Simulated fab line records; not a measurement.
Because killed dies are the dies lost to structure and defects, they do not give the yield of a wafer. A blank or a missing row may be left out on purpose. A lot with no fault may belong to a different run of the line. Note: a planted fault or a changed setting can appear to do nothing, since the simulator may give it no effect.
The tool behind it: which one? / flow nand_harc / 12 lots with 36 wafers sampled at 5 steps, on a route of 1159 steps

== WHAT EACH GAUGE READ, for each wafer ==
NHARC_P_M1_THK_MEAS_24: measures by xrf. Usual: thk_nm 157.4 nm, standard deviation 1.2.
lot=L273; measured=day 5 21:44; on=film_metro-02; thk_nm (nm)=159.1 156.9 157.6; flag=
lot=L274; measured=day 6 08:05; on=film_metro-01; thk_nm (nm)=160.3 158.3 157.0; flag=
lot=L279; measured=day 8 03:22; on=film_metro-01; thk_nm (nm)=155.1 157.7 157.1; flag=
lot=L281; measured=day 8 04:05; on=film_metro-01; thk_nm (nm)=157.2 158.1 155.9; flag=
lot=L280; measured=day 8 04:11; on=film_metro-01; thk_nm (nm)=158.1 158.1 158.3; flag=
lot=L285; measured=day 9 06:43; on=film_metro-02; thk_nm (nm)=157.0 159.0 159.0; flag=
lot=L287; measured=day 9 19:13; on=film_metro-02; thk_nm (nm)=156.3 156.5 156.8; flag=
lot=L289; measured=day 10 02:30; on=film_metro-01; thk_nm (nm)=158.6 159.7 159.8; flag=
lot=L290; measured=day 10 05:11; on=film_metro-02; thk_nm (nm)=158.5 157.3 158.1; flag=
lot=L294; measured=day 11 02:19; on=film_metro-02; thk_nm (nm)=157.6 158.8 157.1; flag=
lot=L293; measured=day 11 05:14; on=film_metro-02; thk_nm (nm)=155.3 157.0 156.6; flag=
lot=L296; measured=day 11 12:46; on=film_metro-02; thk_nm (nm)=157.7 156.4 158.0; flag=

NHARC_P_M2_OVL_MEAS_10: pitch 340 nm. Usual: overlay_x_nm -0.1 nm, standard deviation 0.73; overlay_y_nm -0.1 nm, standard deviation 0.94.
lot=L273; measured=day 5 23:22; on=overlay-02; overlay_x_nm (nm)=-0.2 -0.4 -0.3; overlay_y_nm (nm)=0.1 0.4 -0.1; flag=
lot=L274; measured=day 6 09:46; on=overlay-02; overlay_x_nm (nm)=-0.4 -0.8 -1.2; overlay_y_nm (nm)=0.9 1.2 0.4; flag=
lot=L279; measured=day 8 05:01; on=overlay-01; overlay_x_nm (nm)=-0.6 -0.9 -0.5; overlay_y_nm (nm)=-1.3 -1.0 -1.6; flag=
lot=L281; measured=day 8 06:01; on=overlay-02; overlay_x_nm (nm)=0.9 0.4 0.0; overlay_y_nm (nm)=0.0 0.3 0.2; flag=
lot=L280; measured=day 8 06:17; on=overlay-01; overlay_x_nm (nm)=1.1 0.6 0.8; overlay_y_nm (nm)=-1.3 -1.2 -0.5; flag=
lot=L285; measured=day 9 08:26; on=overlay-01; overlay_x_nm (nm)=-0.3 0.6 0.2; overlay_y_nm (nm)=0.7 0.5 0.7; flag=
lot=L287; measured=day 9 20:56; on=overlay-01; overlay_x_nm (nm)=0.7 0.7 0.6; overlay_y_nm (nm)=1.2 0.9 0.5; flag=
lot=L289; measured=day 10 06:40; on=overlay-01; overlay_x_nm (nm)=-0.1 -0.2 -0.2; overlay_y_nm (nm)=-1.2 -1.5 -0.6; flag=
lot=L290; measured=day 10 06:49; on=overlay-02; overlay_x_nm (nm)=-0.2 -1.2 -0.6; overlay_y_nm (nm)=-0.5 -1.0 -0.8; flag=
lot=L294; measured=day 11 04:06; on=overlay-02; overlay_x_nm (nm)=-0.9 -1.2 -0.7; overlay_y_nm (nm)=-0.2 -0.7 -0.5; flag=
lot=L293; measured=day 11 07:23; on=overlay-01; overlay_x_nm (nm)=-0.3 -0.1 0.0; overlay_y_nm (nm)=1.8 1.4 1.7; flag=
lot=L296; measured=day 11 14:46; on=overlay-01; overlay_x_nm (nm)=0.0 0.8 0.4; overlay_y_nm (nm)=-1.4 -0.6 -1.5; flag=

NHARC_END_SORT_01. Usual: defect_limited_yield 94.9 %, standard deviation 1.7; killed_at_array 31, standard deviation 12; killed_at_other 0.6, standard deviation 0.85; killed_at_periphery 3.0, standard deviation 2.3; killed_dies 35, standard deviation 12; killed_open 3.2, standard deviation 1.9; killed_short 1.8, standard deviation 1.4; sort_bin_2_pct 1.6 %, standard deviation 0.7; sort_bin_3_pct 0.28 %, standard deviation 0.22; sort_bin_4_pct 3.3 %, standard deviation 1.2; sort_n_pass 642, standard deviation 12; sort_rim_yield_pct 97.7 %, standard deviation 1.5; sort_yield_pct 94.9 %, standard deviation 1.7.
lot=L287; measured=day 23 15:14; on=prober-01; defect_limited_yield (%)=0 0 0; killed_at_array=32 32 32; killed_at_other=0 0 0; killed_at_periphery=645 645 645; killed_dies=677 677 677; killed_open=5 2 3; killed_short=1 0 1; sort_bin_2_pct (%)=96.3 96.9 96.2; sort_bin_3_pct (%)=0.59 0.15 0.59; sort_bin_4_pct (%)=3.1 3.0 3.2; sort_n_pass=0 0 0; sort_rim_yield_pct (%)=0 0 0; sort_yield_pct (%)=0 0 0; flag=OFF
lot=L289; measured=day 23 21:16; on=prober-02; defect_limited_yield (%)=0 0 0; killed_at_array=35 23 29; killed_at_other=1 0 3; killed_at_periphery=641 654 645; killed_dies=677 677 677; killed_open=2 2 3; killed_short=2 0 0; sort_bin_2_pct (%)=96.5 97.3 96.3; sort_bin_3_pct (%)=0.30 0.30 0.44; sort_bin_4_pct (%)=3.2 2.4 3.2; sort_n_pass=0 0 0; sort_rim_yield_pct (%)=0 0 0; sort_yield_pct (%)=0 0 0; flag=OFF
lot=L290; measured=day 23 05:47; on=prober-02; defect_limited_yield (%)=94.1 93.5 93.6; killed_at_array=35 42 38; killed_at_other=1 0 1; killed_at_periphery=4 2 4; killed_dies=40 44 43; killed_open=4 1 2; killed_short=2 2 2; sort_bin_2_pct (%)=1.8 1.5 1.6; sort_bin_3_pct (%)=0.44 0.30 0.59; sort_bin_4_pct (%)=3.7 4.7 4.1; sort_n_pass=637 633 634; sort_rim_yield_pct (%)=98.1 99.1 96.2; sort_yield_pct (%)=94.1 93.5 93.6; flag=
lot=L294; measured=day 24 07:20; on=prober-01; defect_limited_yield (%)=91.6 90.4 92.8; killed_at_array=53 64 48; killed_at_other=0 0 0; killed_at_periphery=4 1 1; killed_dies=57 65 49; killed_open=3 1 2; killed_short=4 1 1; sort_bin_2_pct (%)=2.7 3.2 2.1; sort_bin_3_pct (%)=0.15 0.74 0.30; sort_bin_4_pct (%)=5.6 5.6 4.9; sort_n_pass=620 612 628; sort_rim_yield_pct (%)=96.2 98.1 94.3; sort_yield_pct (%)=91.6 90.4 92.8; flag=

== TOOL THAT RAN EACH LOT (tool first, then ch and the chambers of the sampled wafers, then the start) ==
lot=L273; NHARC_P_M2_ETCH_15=rie_diel-13 ch 1,2, day 5 23:41; NHARC_P_M2_PRE_CLEAN_30=pvd_sputter-01, no start
lot=L274; NHARC_P_M2_ETCH_15=rie_diel-02 ch 1,2,3, day 6 10:02; NHARC_P_M2_PRE_CLEAN_30=pvd_sputter-01, no start
lot=L279; NHARC_P_M2_ETCH_15=rie_diel-02 ch 1,2,3, day 8 05:17; NHARC_P_M2_PRE_CLEAN_30=pvd_sputter-01, no start
lot=L281; NHARC_P_M2_ETCH_15=rie_diel-02 ch 0,1, day 8 06:17; NHARC_P_M2_PRE_CLEAN_30=pvd_sputter-02, no start
lot=L280; NHARC_P_M2_ETCH_15=rie_diel-06 ch 0,3, day 8 06:34; NHARC_P_M2_PRE_CLEAN_30=pvd_sputter-01, no start
lot=L285; NHARC_P_M2_ETCH_15=rie_diel-02 ch 0,1,3, day 9 08:44; NHARC_P_M2_PRE_CLEAN_30=pvd_sputter-02, no start
lot=L287; NHARC_P_M2_ETCH_15=rie_diel-06 ch 0,1,3, day 9 21:23; NHARC_P_M2_PRE_CLEAN_30=pvd_sputter-03, day 23 15:14 or earlier
lot=L289; NHARC_P_M2_ETCH_15=rie_diel-02 ch 1,2, day 10 06:58; NHARC_P_M2_PRE_CLEAN_30=pvd_sputter-01, day 23 21:16 or earlier
lot=L290; NHARC_P_M2_ETCH_15=rie_diel-02 ch 0,1,3, day 10 07:07; NHARC_P_M2_PRE_CLEAN_30=pvd_sputter-03, day 23 05:47 or earlier
lot=L294; NHARC_P_M2_ETCH_15=rie_diel-02 ch 1,2,3, day 11 04:24; NHARC_P_M2_PRE_CLEAN_30=pvd_sputter-01, day 24 07:20 or earlier
lot=L293; NHARC_P_M2_ETCH_15=rie_diel-02 ch 0,1,3, day 11 07:40; NHARC_P_M2_PRE_CLEAN_30=pvd_sputter-02, no start
lot=L296; NHARC_P_M2_ETCH_15=rie_diel-06 ch 1,2, day 11 15:02; NHARC_P_M2_PRE_CLEAN_30=pvd_sputter-01, no start
- NHARC_P_M2_ETCH_15: etches the open film in C4F8/Ar, target depth 182.5 nm, time 91.2 s.
- NHARC_P_M2_PRE_CLEAN_30: time 30 s.

== WHAT THE TOOLS THEMSELVES READ (means of the sampled wafers that have a number; where no wafer has one, the mark that the record gives instead) ==
NHARC_P_M2_ETCH_15. Usual: bias_w 299.9 W, standard deviation 0.88; chamber_pressure_mTorr 24.998 mTorr, standard deviation 0.022; oes_product_au 0.956 a.u., standard deviation 0.021; rf_vpp_V 441.0 V, standard deviation 2.5.
lot=L273; tool=rie_diel-13; bias_w (W)=299.0; chamber_pressure_mTorr (mTorr)=25.030; oes_product_au (a.u.)=0.960; rf_vpp_V (V)=441.3; flag=
lot=L274; tool=rie_diel-02; bias_w (W)=300.2; chamber_pressure_mTorr (mTorr)=24.995; oes_product_au (a.u.)=0.941; rf_vpp_V (V)=441.9; flag=
lot=L279; tool=rie_diel-02; bias_w (W)=300.6; chamber_pressure_mTorr (mTorr)=24.974; oes_product_au (a.u.)=0.974; rf_vpp_V (V)=442.2; flag=
lot=L281; tool=rie_diel-02; bias_w (W)=300.1; chamber_pressure_mTorr (mTorr)=25.009; oes_product_au (a.u.)=0.973; rf_vpp_V (V)=439.6; flag=
lot=L280; tool=rie_diel-06; bias_w (W)=300.3; chamber_pressure_mTorr (mTorr)=25.010; oes_product_au (a.u.)=0.928; rf_vpp_V (V)=442.9; flag=
lot=L285; tool=rie_diel-02; bias_w (W)=299.7; chamber_pressure_mTorr (mTorr)=24.999; oes_product_au (a.u.)=0.972; rf_vpp_V (V)=440.6; flag=
lot=L287; tool=rie_diel-06; bias_w (W)=-; chamber_pressure_mTorr (mTorr)=-; oes_product_au (a.u.)=-; rf_vpp_V (V)=-; flag=OFF
lot=L289; tool=rie_diel-02; bias_w (W)=-; chamber_pressure_mTorr (mTorr)=-; oes_product_au (a.u.)=-; rf_vpp_V (V)=-; flag=OFF
lot=L290; tool=rie_diel-02; bias_w (W)=300.0; chamber_pressure_mTorr (mTorr)=24.989; oes_product_au (a.u.)=0.962; rf_vpp_V (V)=440.9; flag=
lot=L294; tool=rie_diel-02; bias_w (W)=300.7; chamber_pressure_mTorr (mTorr)=24.971; oes_product_au (a.u.)=0.976; rf_vpp_V (V)=441.7; flag=
lot=L293; tool=rie_diel-02; bias_w (W)=299.9; chamber_pressure_mTorr (mTorr)=25.008; oes_product_au (a.u.)=0.969; rf_vpp_V (V)=441.1; flag=
lot=L296; tool=rie_diel-06; bias_w (W)=301.3; chamber_pressure_mTorr (mTorr)=24.984; oes_product_au (a.u.)=0.971; rf_vpp_V (V)=441.6; flag=

NHARC_P_M2_PRE_CLEAN_30. Usual: heater_power_w 407 W, standard deviation 44; susceptor_temp_C 280.01 C, standard deviation 0.19.
lot=L273; tool=pvd_sputter-01; heater_power_w (W)=366; susceptor_temp_C (C)=280.10; flag=
lot=L274; tool=pvd_sputter-01; heater_power_w (W)=368; susceptor_temp_C (C)=279.95; flag=
lot=L279; tool=pvd_sputter-01; heater_power_w (W)=389; susceptor_temp_C (C)=-; flag=OFF
lot=L281; tool=pvd_sputter-02; heater_power_w (W)=466; susceptor_temp_C (C)=280.07; flag=
lot=L280; tool=pvd_sputter-01; heater_power_w (W)=370; susceptor_temp_C (C)=-; flag=OFF
lot=L285; tool=pvd_sputter-02; heater_power_w (W)=439; susceptor_temp_C (C)=279.95; flag=
lot=L287; tool=pvd_sputter-03; heater_power_w (W)=381; susceptor_temp_C (C)=279.89; flag=
lot=L289; tool=pvd_sputter-01; heater_power_w (W)=380; susceptor_temp_C (C)=279.83; flag=
lot=L290; tool=pvd_sputter-03; heater_power_w (W)=394; susceptor_temp_C (C)=280.24; flag=
lot=L294; tool=pvd_sputter-01; heater_power_w (W)=398; susceptor_temp_C (C)=-; flag=OFF
lot=L293; tool=pvd_sputter-02; heater_power_w (W)=457; susceptor_temp_C (C)=279.92; flag=
lot=L296; tool=pvd_sputter-01; heater_power_w (W)=375; susceptor_temp_C (C)=280.13; flag=

== THE ANSWER, worked out from the rows above alone ==
Rule: take the mean of a lot's wafers that have a number; if it is more than 3 standard deviations from the usual mean, the lot is off. A lot without any number at a reading at which 4 lots or more have one is off too. All remaining lots with rows at the step are treated as sound. First the gauges in route order, then the tools' own readings, where a lot's mean is used as printed above. At the first step where some lot is off, the reading lying furthest off is the one used; lots without a number count as furthest.
Off at NHARC_END_SORT_01 (killed_at_periphery): L287, L289. Neither off nor sound, because the step has no rows for them: L273, L274, L279, L281, L280, L285, L293, L296.
If a tool, at a process step before that reading, ran all the lots that are off and no sound lot after the first of them, it fits. The gauges at NHARC_END_SORT_01 aren't tried: what is off there is off at NHARC_P_M2_ETCH_15 too, on other tools, and a gauge's error can't cause that. NHARC_P_M2_PRE_CLEAN_30: start missing for some lots; hours and lot order therefore follow NHARC_END_SORT_01. No candidate that was tried fits.

== WHAT THE SIMULATOR HAD INSERTED ==
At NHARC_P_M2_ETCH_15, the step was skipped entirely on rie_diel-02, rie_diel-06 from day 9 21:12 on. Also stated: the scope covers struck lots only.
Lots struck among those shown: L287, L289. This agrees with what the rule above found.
